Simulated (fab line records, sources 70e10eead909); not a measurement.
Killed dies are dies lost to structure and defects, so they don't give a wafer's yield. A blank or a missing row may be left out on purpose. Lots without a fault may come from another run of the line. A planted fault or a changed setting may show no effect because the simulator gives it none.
Which tool did it? | flow nand_harc | 12 lots, 36 wafers sampled, at 5 steps of a route of 1159

WHAT THE GAUGES READ, wafer by wafer
NHARC_A_CONTACT_INSPECT_23.
lot  | measured     | on                | raw_defect_count
L074 | day 17 16:28 | defect_inspect-02 | 293 244 285
L080 | day 18 02:11 | defect_inspect-02 | 438 382 355
L078 | day 17 22:26 | defect_inspect-02 | 320 298 331
L081 | day 18 17:20 | defect_inspect-01 | 432 346 403
L082 | day 19 10:14 | defect_inspect-01 | 368 352 363
L086 | day 20 10:23 | defect_inspect-01 | 393 282 422
L087 | day 20 16:23 | defect_inspect-02 | 638 619 561
L088 | day 21 13:54 | defect_inspect-01 | 471 253 336
L091 | day 21 09:36 | defect_inspect-02 | 341 243 419
L093 | day 21 15:39 | defect_inspect-02 | 367 375 358
L094 | day 22 00:31 | defect_inspect-02 | 411 421 531
L097 | day 23 09:19 | defect_inspect-01 | 684 489 500

WHICH TOOL RAN EACH LOT (tool, then ch and the chambers of the sampled wafers, then the start)
lot  | NHARC_A_STAIRCASE_ETCHBACK_157     | NHARC_A_SLIT_DESCUM_14             | NHARC_A_CONTACT_ETCH_114             | NHARC_A_CONTACT_DEP_57
L074 | rie_diel-01 ch 1,2,3, day 14 01:06 | rie_diel-13 ch 0,1,3, day 14 15:25 | har_cap_etch-01 ch 0,1, day 16 16:27 | acl_dep-03 ch 0, day 16 20:44
L080 | rie_diel-10 ch 1,2, day 14 19:24   | rie_diel-09 ch 0,1,3, day 15 08:21 | har_cap_etch-01 ch 0,1, day 17 06:13 | acl_dep-03 ch 0, day 17 09:59
L078 | rie_diel-10 ch 0,1, day 14 19:40   | rie_diel-06 ch 0,2,3, day 15 08:10 | har_cap_etch-03 ch 0,1, day 17 03:47 | acl_dep-03 ch 0, day 17 06:55
L081 | rie_diel-12 ch 0,1,3, day 15 09:07 | rie_diel-06 ch 0,3, day 16 01:40   | har_cap_etch-02 ch 0,1, day 18 00:15 | acl_dep-02 ch 0, day 18 03:13
L082 | rie_diel-01 ch 0,2,3, day 15 20:40 | rie_diel-09 ch 2,3, day 16 09:34   | har_cap_etch-03 ch 0, day 18 12:38   | acl_dep-03 ch 0, day 18 15:31
L086 | rie_diel-10 ch 0,1,2, day 16 22:19 | rie_diel-09 ch 0,3, day 17 10:53   | har_cap_etch-02 ch 0,1, day 19 15:44 | acl_dep-01 ch 0, day 19 19:11
L087 | rie_diel-10 ch 1,2, day 16 22:34   | rie_diel-13 ch 0,1,2, day 17 10:05 | har_cap_etch-03 ch 0,1, day 19 21:37 | acl_dep-03 ch 0, day 20 00:35
L088 | rie_diel-01 ch 0,1,2, day 17 14:49 | rie_diel-09 ch 0,1, day 18 02:44   | har_cap_etch-01 ch 1, day 20 13:03   | acl_dep-02 ch 0, day 20 15:57
L091 | rie_diel-01 ch 0,1,3, day 17 19:46 | rie_diel-06 ch 2,3, day 18 08:21   | har_cap_etch-01 ch 0,1, day 20 04:56 | acl_dep-02 ch 0, day 20 10:16
L093 | rie_diel-10 ch 0,3, day 18 01:02   | rie_diel-09 ch 0,1,3, day 18 13:34 | har_cap_etch-03 ch 0,1, day 20 16:01 | acl_dep-03 ch 0, day 20 21:37
L094 | rie_diel-10 ch 1,3, day 18 11:55   | rie_diel-06 ch 0,1,3, day 19 02:14 | har_cap_etch-03 ch 0,1, day 20 22:00 | acl_dep-02 ch 0, day 21 06:49
L097 | rie_diel-12 ch 1,2,3, day 19 22:07 | rie_diel-09 ch 0,2,3, day 20 09:17 | har_cap_etch-03 ch 0, day 22 07:43   | acl_dep-01 ch 0, day 22 10:35
- NHARC_A_STAIRCASE_ETCHBACK_157: etches the open film in CH3F/O2, target depth 90 nm, time 167.14 s.
- NHARC_A_SLIT_DESCUM_14: chemistry O2, time 3 s.
- NHARC_A_CONTACT_ETCH_114: etches the open film in C4F8/O2/Ar, time 94 s, target depth 922 nm.
- NHARC_A_CONTACT_DEP_57: deposits aC, target thk 2800 nm.

THE ANSWER, worked out from the rows above alone
Rule: what is usual is taken from the lots themselves. Put in order of their means at a reading, lots are off if they are a third of the lots or fewer, leave a main group of 4 or more, and stand apart from it by a gap of 3 or more times the standard deviation of the main group's means; of several such gaps the widest counts. A main group whose means are all the same, to the digits that the tables above print for the reading, isn't used. A lot without any number at a reading at which 4 lots or more have one is off too. The other lots that the step has rows for count as sound.
No lot is off at any reading shown: from this, nothing can be told.

WHAT THE SIMULATOR HAD PUT IN
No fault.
